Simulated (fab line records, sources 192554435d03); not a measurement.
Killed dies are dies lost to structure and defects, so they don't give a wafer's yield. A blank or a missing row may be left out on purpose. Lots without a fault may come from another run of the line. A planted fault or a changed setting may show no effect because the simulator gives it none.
Which tool did it? | flow n5_finfet | 10 lots, 29 wafers sampled, at 6 steps of a route of 1938

WHAT THE GAUGES READ, wafer by wafer
N5_BEOL_M4_RC_MEAS_101.
lot  | measured     | on        | DIBL_N (mV/V)  | DIBL_P (mV/V)  | IOFF_N (nA/um) | IOFF_P (nA/um) | ION_N (uA/um) | ION_P (uA/um) | SS_N (mV/dec)  | SS_P (mV/dec)  | VT_N (mV)   | VT_P (mV)
L172 | day 10 08:25 | prober-02 | 34.9 37.0      | 33.9 37.6      | 0.13 0.17      | 0.17 0.22      | 671 684       | 460 468       | 70.6 71.1      | 73.4 74.7      | 255 248     | -254 -252
L173 | day 10 11:35 | prober-02 | 37.2 40.6 39.5 | 37.7 42.3 40.8 | 0.14 0.24 0.20 | 0.20 0.28 0.25 | 667 706 685   | 462 478 465   | 71.1 72.4 72.2 | 73.0 74.4 74.3 | 253 241 248 | -253 -245 -247
L177 | day 11 17:02 | prober-02 | 35.0 42.0 34.9 | 34.2 43.0 33.9 | 0.13 0.28 0.13 | 0.15 0.29 0.16 | 644 704 676   | 440 470 457   | 71.1 73.0 71.1 | 72.1 74.2 73.0 | 253 241 249 | -258 -251 -253
L178 | day 11 10:42 | prober-02 | 35.6 36.0 32.7 | 36.7 35.2 32.9 | 0.16 0.15 0.11 | 0.20 0.17 0.16 | 667 651 653   | 461 445 454   | 71.5 72.3 70.0 | 73.4 73.0 73.2 | 247 253 254 | -250 -253 -254
L180 | day 12 06:16 | prober-01 | 37.4 37.1 35.6 | 37.5 36.5 34.6 | 0.16 0.14 0.12 | 0.22 0.21 0.18 | 680 658 665   | 464 465 464   | 71.7 72.3 71.1 | 73.9 73.2 72.7 | 251 254 255 | -249 -248 -251
L182 | day 13 12:01 | prober-02 | 37.6 33.3 38.7 | 39.6 33.2 41.4 | 0.18 0.12 0.20 | 0.24 0.15 0.28 | 667 664 664   | 456 453 460   | 72.1 70.7 72.3 | 74.0 72.2 74.4 | 250 253 247 | -249 -255 -250
L184 | day 12 13:56 | prober-02 | 34.3 36.0 36.1 | 33.9 37.2 37.2 | 0.12 0.16 0.15 | 0.15 0.21 0.21 | 659 688 662   | 451 466 455   | 71.0 71.6 71.7 | 73.1 73.3 74.1 | 258 249 251 | -258 -253 -253
L186 | day 14 08:44 | prober-01 | 35.4 36.4 34.7 | 36.2 38.3 35.6 | 0.16 0.19 0.14 | 0.21 0.23 0.19 | 656 682 649   | 459 465 455   | 71.1 71.7 71.7 | 74.2 74.2 73.3 | 251 247 253 | -250 -251 -250
L187 | day 13 11:56 | prober-01 | 37.2 33.4 35.6 | 36.8 33.5 34.8 | 0.19 0.13 0.16 | 0.27 0.20 0.23 | 692 670 662   | 484 467 469   | 72.1 70.7 71.8 | 74.2 73.6 73.9 | 245 251 249 | -244 -249 -244
L193 | day 15 13:25 | prober-01 | 34.9 37.3 35.3 | 36.2 38.6 35.4 | 0.12 0.16 0.13 | 0.17 0.21 0.16 | 664 671 666   | 459 469 453   | 71.3 71.8 71.5 | 73.3 74.0 72.8 | 257 252 255 | -256 -251 -258

WHICH TOOL RAN EACH LOT (tool, then ch and the chambers of the sampled wafers, then the start)
lot  | N5_BEOL_M0_PRE_CLEAN_113     | N5_BEOL_M0_SPUTTER_132       | N5_BEOL_M0_ECD_118             | N5_BEOL_M0_CMP_120            | N5_BEOL_M0_CO_CAP_123
L172 | pvd_sputter-03, day 6 09:08  | pvd_sputter-03, day 6 10:20  | ecd_cu-01 ch 0,1, day 6 10:42  | cmp-03 ch 0,3, day 6 11:10    | cvd_co-02 ch 1, day 6 11:32
L173 | pvd_sputter-01, day 6 18:41  | pvd_sputter-01, day 6 19:30  | ecd_cu-01 ch 1, day 6 19:51    | cmp-01 ch 0,2,3, day 6 20:46  | cvd_co-01 ch 0,2, day 6 21:07
L177 | pvd_sputter-01, day 7 22:33  | pvd_sputter-01, day 7 23:22  | ecd_cu-02 ch 0,1, day 7 23:44  | cmp-03 ch 0,1,2, day 8 00:10  | cvd_co-01 ch 0,2, day 8 00:30
L178 | pvd_sputter-02, day 8 00:25  | pvd_sputter-01, day 8 02:09  | ecd_cu-02 ch 0,1, day 8 02:30  | cmp-04 ch 0,2,3, day 8 02:56  | cvd_co-01 ch 0,2, day 8 03:16
L180 | pvd_sputter-01, day 8 08:36  | pvd_sputter-01, day 8 09:29  | ecd_cu-02 ch 0,1, day 8 09:50  | cmp-03 ch 1,2, day 8 10:21    | cvd_co-01 ch 0,1,2, day 8 10:43
L182 | pvd_sputter-01, day 8 20:49  | pvd_sputter-03, day 8 21:29  | ecd_cu-01 ch 0,1, day 8 21:50  | cmp-01 ch 1,3, day 8 22:13    | cvd_co-01 ch 0,1, day 8 22:35
L184 | pvd_sputter-02, day 9 06:23  | pvd_sputter-02, day 9 07:14  | ecd_cu-01 ch 0,1, day 9 07:35  | cmp-04 ch 0,3, day 9 07:58    | cvd_co-02 ch 0,1,2, day 9 08:20
L186 | pvd_sputter-01, day 9 21:35  | pvd_sputter-02, day 9 22:34  | ecd_cu-01 ch 0,1, day 9 22:55  | cmp-04 ch 0,3, day 9 23:59    | cvd_co-02 ch 0,1,2, day 10 00:22
L187 | pvd_sputter-03, day 10 02:05 | pvd_sputter-03, day 10 02:51 | ecd_cu-01 ch 0,1, day 10 03:13 | cmp-03 ch 1,2,3, day 10 03:44 | cvd_co-01 ch 0,1, day 10 04:01
L193 | pvd_sputter-02, day 11 23:29 | pvd_sputter-02, day 12 01:34 | ecd_cu-02 ch 0,1, day 12 01:55 | cmp-03 ch 2,3, day 12 02:20   | cvd_co-01 ch 0,1,2, day 12 02:40
- N5_BEOL_M0_PRE_CLEAN_113: time 30 s.
- N5_BEOL_M0_SPUTTER_132: material Cu, target thk 4 nm, time 7.37 s.
- N5_BEOL_M0_ECD_118: material Cu, target thk 300 nm.
- N5_BEOL_M0_CMP_120: polishes, stops on SiOC, t overpolish 6.9 s.
- N5_BEOL_M0_CO_CAP_123: material Co, precursor CCTBA/H2, target thk 2 nm, time 102.1 s.

WHAT THE TOOLS THEMSELVES READ (means of the sampled wafers that have a number; where no wafer has one, the mark that the record gives instead)
N5_BEOL_M0_PRE_CLEAN_113.
lot  | tool           | heater_power_w (W)
L172 | pvd_sputter-03 | 328
L173 | pvd_sputter-01 | 329
L177 | pvd_sputter-01 | 327
L178 | pvd_sputter-02 | 317
L180 | pvd_sputter-01 | 350
L182 | pvd_sputter-01 | 320
L184 | pvd_sputter-02 | 330
L186 | pvd_sputter-01 | 349
L187 | pvd_sputter-03 | 333
L193 | pvd_sputter-02 | 310

N5_BEOL_M0_SPUTTER_132.
lot  | tool           | throttle_valve_pct (%)
L172 | pvd_sputter-03 | 29.0
L173 | pvd_sputter-01 | 30.1
L177 | pvd_sputter-01 | 30.6
L178 | pvd_sputter-01 | 29.2
L180 | pvd_sputter-01 | 28.8
L182 | pvd_sputter-03 | 29.5
L184 | pvd_sputter-02 | 29.9
L186 | pvd_sputter-02 | 29.8
L187 | pvd_sputter-03 | 29.5
L193 | pvd_sputter-02 | 29.6

N5_BEOL_M0_CMP_120.
lot  | tool   | motor_current_A (A) | time_to_endpoint_s (s)
L172 | cmp-03 | 6.1                 | 64
L173 | cmp-01 | 6.3                 | 65
L177 | cmp-03 | 6.5                 | 58
L178 | cmp-04 | 5.9                 | 64
L180 | cmp-03 | 6.0                 | 62
L182 | cmp-01 | 5.5                 | 65
L184 | cmp-04 | 6.1                 | 57
L186 | cmp-04 | 6.2                 | 55
L187 | cmp-03 | 6.2                 | 54
L193 | cmp-03 | 6.3                 | 60

N5_BEOL_M0_CO_CAP_123.
lot  | tool      | heater_power_outer_w (W) | heater_power_w (W)
L172 | cvd_co-02 | 122                      | 229
L173 | cvd_co-01 | 120                      | 217
L177 | cvd_co-01 | 121                      | 211
L178 | cvd_co-01 | 118                      | 213
L180 | cvd_co-01 | 126                      | 229
L182 | cvd_co-01 | 123                      | 226
L184 | cvd_co-02 | 122                      | 225
L186 | cvd_co-02 | 126                      | 224
L187 | cvd_co-01 | 123                      | 224
L193 | cvd_co-01 | 128                      | 233

THE ANSWER, worked out from the rows above alone
Rule: what is usual is taken from the lots themselves. Put in order of their means at a reading, lots are off if they are a third of the lots or fewer, leave a main group of 4 or more, and stand apart from it by a gap of 3 or more times the standard deviation of the main group's means; of several such gaps the widest counts. A main group whose means are all the same, to the digits that the tables above print for the reading, isn't used. A lot without any number at a reading at which 4 lots or more have one is off too. The other lots that the step has rows for count as sound. The gauges are gone through in route order, then the tools' own readings, and for those a lot's mean is taken as printed above. The first step at which some lot is off is used, and at that step the reading that is off furthest; a lot without a number counts as furthest.
No lot is off at any reading shown: from this, nothing can be told.

WHAT THE SIMULATOR HAD PUT IN
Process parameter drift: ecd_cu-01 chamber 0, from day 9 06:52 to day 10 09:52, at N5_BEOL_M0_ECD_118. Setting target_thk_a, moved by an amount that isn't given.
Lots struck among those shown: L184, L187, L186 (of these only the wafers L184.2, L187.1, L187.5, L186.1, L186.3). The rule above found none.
